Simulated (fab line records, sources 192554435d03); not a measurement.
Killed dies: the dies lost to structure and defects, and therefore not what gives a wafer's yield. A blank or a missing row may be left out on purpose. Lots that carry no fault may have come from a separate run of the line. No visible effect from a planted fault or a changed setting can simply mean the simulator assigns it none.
Which tool did it?    flow n5-finfet    38 wafers from 13 lots sampled at 4 of the route's 1938 steps

## WHAT THE GAUGES SHOWED, per wafer
N5_ZERO_LAYER_CD_MEAS_11: the cd target is 2000 nm.
lot   measured     on         cd-nm (nm)
L826  day 1 12:46  cd-sem-01  2001.2 2000.9 2003.3
L827  day 1 18:38  cd-sem-03  2001.0 1997.7 2002.5
L828  day 2 00:48  cd-sem-03  2001.5 2001.6 2001.5
L830  day 2 12:49  cd-sem-02  1998.7 2001.6 1999.8
L831  day 2 18:51  cd-sem-03  1995.9 1998.2 2000.1
L832  day 3 00:50  cd-sem-01  2003.6 2004.0 2005.3
L833  day 3 06:50  cd-sem-03  1999.7 1999.2 2001.4
L837  day 4 06:38  cd-sem-02  1999.3 2002.1
L838  day 4 12:46  cd-sem-03  1999.0 2000.2 2002.6
L840  day 5 00:39  cd-sem-01  2001.7 2002.6 2003.8
L841  day 5 06:46  cd-sem-02  2002.3 1999.5 2001.7
L842  day 5 12:38  cd-sem-01  1997.8 1999.5 2000.6
L849  day 7 06:46  cd-sem-02  1999.3 2000.6 2001.1

N5_WELL_APT_INSPECT_10: inspects for defects (macro).
lot   measured     on                 raw-defect-count
L826  day 1 13:54  defect-inspect-02  4 0 4
L827  day 1 19:44  defect-inspect-01  4 2 3
L828  day 2 01:46  defect-inspect-01  2 4 3
L830  day 2 13:47  defect-inspect-01  0 2 3
L831  day 2 19:58  defect-inspect-01  2 3 3
L832  day 3 01:49  defect-inspect-01  4 2 5
L833  day 3 08:10  defect-inspect-01  3 1 0
L837  day 4 07:37  defect-inspect-02  2 1
L838  day 4 13:59  defect-inspect-01  2 1 3
L840  day 5 01:38  defect-inspect-01  4 3 2
L841  day 5 07:44  defect-inspect-01  1 2 3
L842  day 5 13:42  defect-inspect-02  3 2 1
L849  day 7 07:53  defect-inspect-02  1 1 4

N5_WELL_APT_OVL_MEAS_26.
lot   measured     on          PWELL_OVL (nm)
L826  day 1 15:10  overlay-02  -2 -2 -2
L827  day 1 20:58  overlay-02  -12 -8 -12
L828  day 2 02:53  overlay-01  -18 -8 -13
L830  day 2 15:02  overlay-02  34 31 38
L831  day 2 21:07  overlay-01  36 36 45
L832  day 3 03:02  overlay-02  36 44 37
L833  day 3 09:26  overlay-02  37 43 40
L837  day 4 08:50  overlay-01  6 -2
L838  day 4 15:05  overlay-02  -14 -12 -10
L840  day 5 02:58  overlay-02  -9 -10 -15
L841  day 5 08:50  overlay-02  -4 -5 -6
L842  day 5 14:47  overlay-02  -7 -12 -9
L849  day 7 09:06  overlay-02  -7 -1 0

## EACH LOT AND THE TOOL THAT RAN IT (in order: tool; ch and the chambers of the sampled wafers; start)
lot   N5_WELL_APT_EXPOSE_22
L826  krf-scanner-01 ch 0, day 1 14:58
L827  krf-scanner-02 ch 0, day 1 20:46
L828  krf-scanner-02 ch 0, day 2 02:40
L830  krf-scanner-02 ch 0, day 2 14:50
L831  krf-scanner-02 ch 0, day 2 20:55
L832  krf-scanner-02 ch 0, day 3 02:51
L833  krf-scanner-02 ch 0, day 3 09:14
L837  krf-scanner-01 ch 0, day 4 08:38
L838  krf-scanner-01 ch 0, day 4 14:53
L840  krf-scanner-01 ch 0, day 5 02:47
L841  krf-scanner-01 ch 0, day 5 08:38
L842  krf-scanner-01 ch 0, day 5 14:35
L849  krf-scanner-01 ch 0, day 7 08:54
- N5_WELL_APT_EXPOSE_22: exposes mask PWELL, defocus 0 nm, target cd 200 nm.

## WHAT THE TOOLS THEMSELVES READ (means of the sampled wafers that have a number; where no wafer has one, the mark that the record gives instead)
The record holds no such reading with a usual standard deviation.

## THE ANSWER, worked out from the rows above alone
Rule: usual is defined by the lots themselves. The widest of any qualifying gaps counts: lots, ordered by their means at a reading, are off when they make up no more than a third of the lots, leave a main group of 4 or more, and stand apart from it by 3 or more times the standard deviation of that group's means. A main group is skipped when, at the precision printed for the reading in the tables above, its means are all equal. Also off: a lot with no number at a reading for which 4 or more lots have one. The other lots that the step has rows for count as sound. First the gauges in route order, then the tools' own readings, where a lot's mean is used as printed above. The first step at which some lot is off is used, and at that step the reading that is off furthest; a lot without a number counts as furthest.
Off: L830, L831, L832, L833, seen at N5_WELL_APT_OVL_MEAS_26 (PWELL_OVL). For the main group the mean is -7 nm and the standard deviation 5.
If a tool, at a process step before that reading, ran all the lots that are off and no sound lot after the first of them, it fits. Gauges at N5_WELL_APT_OVL_MEAS_26: tried the same way as those tools. One fits: krf-scanner-02 at N5_WELL_APT_EXPOSE_22. A fault onset in the window from L828 (day 2 02:40, its last sound lot) to L830 (day 2 14:50, its first lot off) fits.

## WHAT THE SIMULATOR PUT IN
Scanner matching overlay: krf-scanner-02, from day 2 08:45 on, at N5_WELL_APT_EXPOSE_22. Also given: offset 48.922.
Shown lots that were struck: L830, L831, L832, L833. The rule above reached the same finding.
